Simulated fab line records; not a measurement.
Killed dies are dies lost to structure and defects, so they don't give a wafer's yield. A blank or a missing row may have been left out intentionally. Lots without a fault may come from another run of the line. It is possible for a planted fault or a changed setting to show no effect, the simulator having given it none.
Chamber matching | flow nand harc | 4 sister chambers for NHARC_A_STAIRCASE_ALD_420 on ald hk-03
The step deposits SiO2, target thk 20 nm, pulse time 6 s, ald cycles 200. 7 wafers are shown with their chamber, then 7 later ones without.

## EACH WAFER AND ITS CHAMBER
wafer  | chamber | heater power w (W) | precursor pulse height rel
L078.2 | 2       | 410                | 1.012
L078.5 | 2       | 408                | 0.975
L081.1 | 0       | 484                | 0.998
L081.2 | 1       | 522                | 0.988
L081.5 | 3       | 477                | 1.003
L082.2 | 1       | 540                | 0.976
L082.3 | 0       | 476                | 1.014

## WAFERS WHOSE CHAMBER IS MISSING
wafer  | heater power w (W) | precursor pulse height rel
L082.5 | 474                | 0.994
L088.1 | 420                | 1.021
L088.2 | 524                | 1.006
L088.3 | 473                | 1.029
L088.4 | 467                | 0.991
L088.5 | 474                | 1.016
L088.6 | 431                | 1.012

## EACH ONE'S CHAMBER
wafer  | from the rows above     | in truth
L082.5 | can't be placed: 3 or 0 | 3
L088.1 | 2                       | 2
L088.2 | 1                       | 1
L088.3 | can't be placed: 3 or 0 | 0
L088.4 | can't be placed: 3 or 0 | 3
L088.5 | can't be placed: 3 or 0 | 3
L088.6 | 2                       | 2
Placed correctly: 3 of 7. Not placeable from these rows: 4 (in 4, the candidates include the true chamber). Number placed wrongly: 0.
How it was worked out, from the rows above alone: a wafer's distance from a chamber is the root of the sum, over the readings, of the square of ((its reading less the chamber's mean) divided by the reading's scatter). If the next closest chamber is less than 2 further off than the closest, the wafer can't be placed; otherwise it belongs to the closest. The mean given for a chamber averages the wafers shown for that chamber. The scatter: the root of (the sum of the squares of (reading less its chamber's mean) over the shown wafers, divided by (wafers less chambers)).
